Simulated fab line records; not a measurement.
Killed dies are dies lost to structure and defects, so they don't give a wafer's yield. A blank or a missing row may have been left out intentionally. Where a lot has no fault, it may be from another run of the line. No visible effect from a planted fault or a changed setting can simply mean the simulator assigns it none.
A lot that was struck, set against a sound lot | flow nand_harc | 22 steps out of a route of 1159
Sound: the wafers L285.1, L285.2, L285.4. Struck: wafers L300.3, L300.4. (L300.5 of the same lot was not struck and is left out.) The cause comes at the end.
For every step that has rows: the tool of each side, followed by ch and its chambers, followed by its first start. Under that, the readings that differ: sound wafers | struck wafers | difference of the means | sigmas: that difference in standard deviations of wafers without a fault.
alike: a reading whose means differ by less than 2 such deviations, as well as words and numbers matching on both sides. not compared: withheld readings; readings where some wafer has no value; bounds like >300 that might hide an equal value; numbers whose values overlap and for which the record gives no deviation.
The two part at a step that has a row with sigmas, a row that says differs or no value, or rows on one side only. Non-overlapping numbers with no deviation appear without sigmas and do not part them. Lack of a reading on every wafer of one side parts them only where that side has two or more wafers.

NHARC_A_BLC_CMP_25: polishes, t overpolish 30 s, target thk 150 nm.
  sound on cmp-01 ch 0,2,3, day 17 19:59; struck on cmp-03 ch 0,3, day 22 01:10
  alike: edge_zone_pressure_frac, motor_current_A, overpolish_run_s, slurry_filter_dp_kPa, time_to_endpoint_s
following that, these wafers have no rows for 1 step: NHARC_A_BLC_SRD_27.
NHARC_A_BLC_INSPECT_28:
  sound on defect_inspect-02 at day 17 20:23; struck on defect_inspect-02 at day 22 01:34
  alike: raw_defect_count
then, 8 steps without rows for these wafers: NHARC_A_M0_DEP_00 (deposits SiOC, target thk 150 nm); NHARC_A_M0_DEHYDRATE_01 (time 120 s); NHARC_A_M0_HMDS_02 (time 30 s); NHARC_A_M0_COAT_33 (time 65 s); NHARC_A_M0_COAT_03 (resist thk 90 nm); NHARC_A_M0_SOFTBAKE_04 (time 55 s); NHARC_A_M0_EBR_05; NHARC_A_M0_EXPOSE_06 (exposes mask A M0, target cd 80 nm).
NHARC_A_M0_PEB_07: peb time 65 s.
  sound on litho_track-01 ch 0, day 17 21:12; struck on litho_track-06 ch 0, day 22 02:16
  reading                  | sound             | struck      | difference | sigmas
  heater_power_total_W (W) | 156.0 157.1 156.3 | 165.7 165.7 | +9.2       | +24
then, 1 step without rows for these wafers: NHARC_A_M0_DEVELOP_08 (develop time 35 s).
NHARC_A_M0_CD_MEAS_09: target cd 80 nm.
  sound on cd_sem-02 ch 0, day 17 21:17; struck on cd_sem-02 ch 0, day 22 02:20
  reading    | sound          | struck    | difference | sigmas
  cd_nm (nm) | 79.5 79.0 80.5 | 76.0 76.1 | -3.6       | -4
NHARC_A_M0_OVL_MEAS_10: pitch 160 nm.
  sound on overlay-02 at day 17 21:22; struck on overlay-02 at day 22 02:26
  reading           | sound          | struck  | difference | sigmas
  overlay_y_nm (nm) | -0.4 -1.1 -0.6 | 1.4 1.6 | +2.2       | +2
  alike: overlay_x_nm
NHARC_A_M0_INSPECT_11:
  sound on defect_inspect-02 at day 17 21:24; struck on defect_inspect-02 at day 22 02:28
  alike: raw_defect_count
NHARC_A_M0_DESCUM_14: chemistry O2, time 3 s.
  sound on rie_diel-07 ch 1,2,3, day 17 21:28; struck on rie_diel-06 ch 1, day 22 02:31
  reading                     | sound             | struck      | difference | sigmas
  drypump_motor_current_A (A) | 5.0 5.6 5.5       | 6.1 6.1     | +0.7       | +2
  oes_product_au (a.u.)       | 1.037 0.985 1.021 | 0.977 0.975 | -0.038     | -3
  model.A_M0.cd_nm (nm)       | 79.2 79.38 80.82  | 74.6 75.01  | -5.0       |
  alike: rf_vpp_V, showerhead_plenum_p_Torr, throttle_valve_pct
  not compared: rf_hours_counter_h
NHARC_A_M0_ETCH_34: etches the open film in N2/H2, target depth 40 nm, overetch 12 nm, time 43.94 s.
  sound on rie_diel-07 ch 1,2,3, day 17 21:33; struck on rie_diel-06 ch 1, day 22 02:38
  reading                     | sound       | struck  | difference | sigmas
  drypump_motor_current_A (A) | 5.6 5.0 5.6 | 6.1 6.1 | +0.7       | +2
  alike: oes_product_au, rf_vpp_V, showerhead_plenum_p_Torr, throttle_valve_pct
  not compared: rf_hours_counter_h
NHARC_A_M0_ETCH_15: etches the open film in C4F8/Ar, target depth 150 nm, overetch 15 nm, time 82.5 s.
  sound on rie_diel-07 ch 1,2,3; struck on rie_diel-06 ch 0,3
  reading               | sound             | struck      | difference | sigmas
  oes_product_au (a.u.) | 1.010 0.979 0.980 | 0.924 0.911 | -0.072     | -3
  model.A_M0.cd_nm (nm) | 79.12 79.45 80.23 | 74.57 75.16 | -4.74      |
  alike: rf_vpp_V
  not compared: rf_hours_counter_h
NHARC_A_M0_CD_MEAS_16:
  sound on cd_sem-03 at day 17 21:46; struck on cd_sem-01 at day 22 02:52
  reading    | sound          | struck    | difference | sigmas
  cd_nm (nm) | 79.2 79.4 80.0 | 74.6 75.3 | -4.6       | -4
NHARC_A_M0_STRIP_18: strips in N2/H2.
  sound on rie_diel-04 ch 1,2,3, day 17 21:50; struck on rie_diel-07 ch 0,1, day 22 02:59
  alike: drypump_motor_current_A, oes_product_au, rf_vpp_V, showerhead_plenum_p_Torr, throttle_valve_pct
  not compared: rf_hours_counter_h
NHARC_END_SORT_01:
  the record has rows for the sound wafers here (prober-02 ch 0, day 20 00:28) and none for the struck ones

## WHERE THEY PART
Last at NHARC_END_SORT_01 as far as this record goes, first at NHARC_A_M0_PEB_07.

WHY: what had been put in by the simulator
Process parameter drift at NHARC_A_M0_PEB_07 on litho_track-06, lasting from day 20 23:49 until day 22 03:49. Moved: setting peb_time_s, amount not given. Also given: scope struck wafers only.
